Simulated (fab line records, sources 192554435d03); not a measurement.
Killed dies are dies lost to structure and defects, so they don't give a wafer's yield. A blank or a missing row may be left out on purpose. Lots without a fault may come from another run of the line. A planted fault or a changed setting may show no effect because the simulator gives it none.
A struck lot beside a sound one | flow n5_finfet | 38 steps out of a route of 1938
Sound: wafers L387.1, L387.4, L387.6. Struck: wafers L397.1, L397.3, L397.6. The cause comes at the end.
At each step with rows: each side's tool, then ch and its chambers, then its first start. Under that, the readings that differ: sound wafers | struck wafers | difference of the means | sigmas: that difference in standard deviations of wafers without a fault.
alike: readings whose means differ by less than 2 such deviations, and words and numbers that are the same on both sides. not compared: withheld readings, readings that some wafer has no value for, bounds like >300 that may hide the same value, and numbers for which the record gives no deviation and whose values overlap.
The two part at a step that has a row with sigmas, a row that says differs or no value, or rows on one side only. Numbers that don't overlap but have no deviation are shown without sigmas and don't part them. A reading that every wafer of one side lacks parts them only if that side has two wafers or more.

first, 9 steps without rows for these wafers: N5_BEOL_M4_ANNEAL_95 (time 240 s); N5_BEOL_M4_SPUTTER_96 (material Cu, target thk 4.5 nm, time 8.29 s); N5_BEOL_M4_ECD_50 (material Cu, target thk 300 nm); N5_BEOL_M4_ANNEAL_51 (time 90 s); N5_BEOL_M4_CMP_52 (polishes, stops on SiOC, t overpolish 6.8 s, target thk 40 nm); N5_BEOL_M4_PRE_CLEAN_60 (time 15 s); N5_BEOL_M4_CO_CAP_55 (material Co, precursor CCTBA/H2, target thk 2 nm, time 102.1 s); N5_BEOL_M4_PRE_CLEAN_56 (time 15 s); N5_BEOL_M4_DEP_57 (deposits SiCN from 3MS/NH3, target thk 8 nm, time 14 s).
N5_BEOL_M4_RC_MEAS_101:
  sound on prober-02 ch 0, day 10 01:52; struck on prober-02 ch 0, day 12 10:30
  alike: DIBL_N, DIBL_P, IOFF_N, IOFF_P, ION_N, ION_P, SS_N, SS_P, VT_N, VT_P
then, 24 steps without rows for these wafers: N5_BEOL_M5_ILD_DEP_00 (deposits SiCOH lowk from DEMS/porogen, target thk 140.64 nm, time 25.9 s); N5_BEOL_M5_CURE_79 (cures SiCOH lowk, time 240 s); N5_BEOL_M5_PECVD_70 (deposits SiO2 from TEOS/O2, target thk 16 nm, time 18 s); N5_BEOL_M5_HM_DEP_02 (deposits TiN, target thk 20 nm); N5_BEOL_M5_COAT_59 (time 60 s, resist thk 60 nm); N5_BEOL_M5_COAT_60 (time 60 s, resist thk 12 nm); N5_BEOL_M5_COAT_71 (time 60 s, resist thk 5 nm); N5_BEOL_M5_COAT_05 (resist thk 30 nm); N5_BEOL_M5_EBR_07; N5_BEOL_M5_SOFTBAKE_06 (time 60 s); N5_BEOL_M5_EXPOSE_08 (exposes mask M5, target cd 28 nm); N5_BEOL_M5_PEB_09 (peb time 60 s); N5_BEOL_M5_DEVELOP_10 (develop time 30 s); N5_BEOL_M5_DESCUM_16 (chemistry O2, time 7 s); N5_BEOL_M5_ETCH_72 (etches underlayer in N2/H2, target depth 6.5 nm, time 5.2 s); N5_BEOL_M5_ETCH_61 (etches SiARC in CF4, target depth 15.6 nm, time 26 s); N5_BEOL_M5_ETCH_62 (etches SOC in N2/H2, target depth 75 nm, overetch 15 nm, time 112.5 s); N5_BEOL_M5_STRIP_63 (strips in N2/H2); N5_BEOL_M5_STRIP_73 (strips in N2/H2); N5_BEOL_M5_STRIP_64 (strips in CF4); N5_BEOL_M5_HM_OPEN_17 (chemistry Cl2/BCl3, target TiN, target depth 20 nm, overetch 6 nm); N5_BEOL_M5_STRIP_19 (strips in O2); N5_BEOL_M5_COAT_65 (time 60 s, resist thk 60 nm); N5_BEOL_M5_COAT_66 (time 60 s, resist thk 12 nm).
N5_BEOL_M6_CMP_52: polishes, stops on SiCOH lowk, t overpolish 6.9 s, target thk 80 nm.
  sound on cmp-02 ch 1,2,3, day 10 22:52; struck on cmp-02 ch 0,1,2, day 13 08:10
  reading                      | sound             | struck            | difference | sigmas
  barrier_field_endpoint_s (s) | 29.6 28.8 29.2    | 46.8 46.8 46.8    | +17.6      | +21
  overpolish_run_s (s)         | 6.900 6.902 6.887 | 0.037 0.037 0.045 | -6.857     | -99 or more
  time_to_endpoint_s (s)       | 65 63 62          | 82 82 81          | +18        | +6
  alike: clearing_platen_down_force_psi, motor_current_A
N5_BEOL_M6_THK_MEAS_53: measures by xrf.
  sound on film_metro-01, day 10 23:10; struck on film_metro-02, day 13 08:26
  reading     | sound          | struck            | difference | sigmas
  M6_THK (nm) | 83.2 80.5 81.4 | 180.0 200.3 190.5 | +108.6     | +42
N5_BEOL_M6_INSPECT_58: inspects for defects (darkfield).
  sound on defect_inspect-02, day 10 23:19; struck on defect_inspect-02, day 13 08:37
  reading          | sound    | struck         | difference | sigmas
  raw_defect_count | 67 59 48 | 1398 1392 1359 | +1325      | +60
-- the record jumps here: 4 days lie between the struck wafers' starts before and after (it left off in module BEOL_M6 and takes up again in module PASSIVATION, whose first step shown is number 1936 of the route) --
N5_PASSIVATION_PROBE_49:
  sound on prober-01, day 14 13:38; struck on prober-02, day 16 21:43
  reading                  | sound          | struck         | difference | sigmas
  defect_limited_yield (%) | 93.6 91.9 93.3 | 0 0 0          | -93        | -62
  killed_at_M0_to_M3       | 20 27 15       | 37 37 58       | +23        | +3
  killed_at_M4_up          | 7 16 9         | 1078 1084 1065 | +1065      | +99 or more
  killed_dies              | 76 96 79       | 1180 1180 1180 | +1096      | +61
  killed_on_rim            | 8 12 10        | 152 152 152    | +142       | +32
  killed_open              | 44 55 47       | 83 68 100      | +35        | +3
  sort_n_pass              | 1104 1084 1101 | 0 0 0          | -1096      | -61
  sort_yield_pct (%)       | 93.6 91.9 93.3 | 0 0 0          | -93        | -62
  alike: killed_at_contacts, killed_at_front_end, killed_at_other, killed_short, sort_bin_5_function, sort_bin_6_memory

WHERE THEY PART
First at N5_BEOL_M6_CMP_52; last, within this record, at N5_PASSIVATION_PROBE_49.

WHY: what the simulator had put in
Process parameter drift: cmp-02, from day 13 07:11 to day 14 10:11, at N5_BEOL_M6_CMP_52. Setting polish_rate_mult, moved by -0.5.
